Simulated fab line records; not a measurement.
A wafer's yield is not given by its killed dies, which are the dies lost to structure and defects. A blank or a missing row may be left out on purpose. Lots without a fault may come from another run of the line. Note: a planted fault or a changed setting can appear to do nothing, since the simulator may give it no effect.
Matching of chambers + flow nandHarc + NHARC_A_STAIRCASE_TRIM_187 on rieDiel-07: 4 sister chambers
The step chemistry O2, time 211.2 s. 8 wafers are shown with their chamber, then 11 later ones without.

WAFERS, EACH WITH ITS CHAMBER
| wafer  | chamber | showerheadPlenumPTorr (Torr) | drypumpMotorCurrentA (A) |
|--------|---------|------------------------------|--------------------------|
| L077.6 | 3       | 3.77                         | 5.6                      |
| L078.5 | 0       | 3.42                         | 6.7                      |
| L078.4 | 3       | 3.77                         | 5.6                      |
| L078.6 | 1       | 3.44                         | 4.8                      |
| L082.3 | 2       | 3.69                         | 6.0                      |
| L082.5 | 0       | 3.41                         | 6.7                      |
| L082.6 | 1       | 3.44                         | 4.7                      |
| L080.1 | 2       | 3.69                         | 6.0                      |

WAFERS MISSING THEIR CHAMBER
| wafer  | showerheadPlenumPTorr (Torr) | drypumpMotorCurrentA (A) |
|--------|------------------------------|--------------------------|
| L080.4 | 3.41                         | 6.7                      |
| L080.5 | 3.41                         | 6.7                      |
| L080.2 | 3.77                         | 5.6                      |
| L080.3 | 3.44                         | 4.7                      |
| L080.6 | 3.44                         | 4.7                      |
| L088.1 | 3.42                         | 4.7                      |
| L088.2 | 3.76                         | 5.6                      |
| L088.6 | 3.76                         | 5.6                      |
| L095.1 | 3.40                         | 6.7                      |
| L095.2 | 3.75                         | 5.6                      |
| L095.4 | 3.67                         | 6.0                      |

THE CHAMBER EACH PASSED THROUGH
| wafer  | from the rows above | in truth |
|--------|---------------------|----------|
| L080.4 | 0                   | 0        |
| L080.5 | 0                   | 0        |
| L080.2 | 3                   | 3        |
| L080.3 | 1                   | 1        |
| L080.6 | 1                   | 1        |
| L088.1 | 1                   | 1        |
| L088.2 | 3                   | 3        |
| L088.6 | 3                   | 3        |
| L095.1 | 0                   | 0        |
| L095.2 | 3                   | 3        |
| L095.4 | 2                   | 2        |
11 of 11 placed correctly. Left unplaced by these rows: 0. Placed wrongly: 0.
How it was worked out, from the rows above alone: a wafer's distance from a chamber is the root of the sum, over the readings, of the square of ((its reading less the chamber's mean) divided by the reading's scatter). If the next closest chamber is less than 2 further off than the closest, the wafer can't be placed; otherwise it belongs to the closest. Each chamber's mean is taken over the wafers shown for it. The scatter: take each reading less its chamber's mean, square it, sum over the shown wafers, divide by the number of wafers less the number of chambers, and take the root.
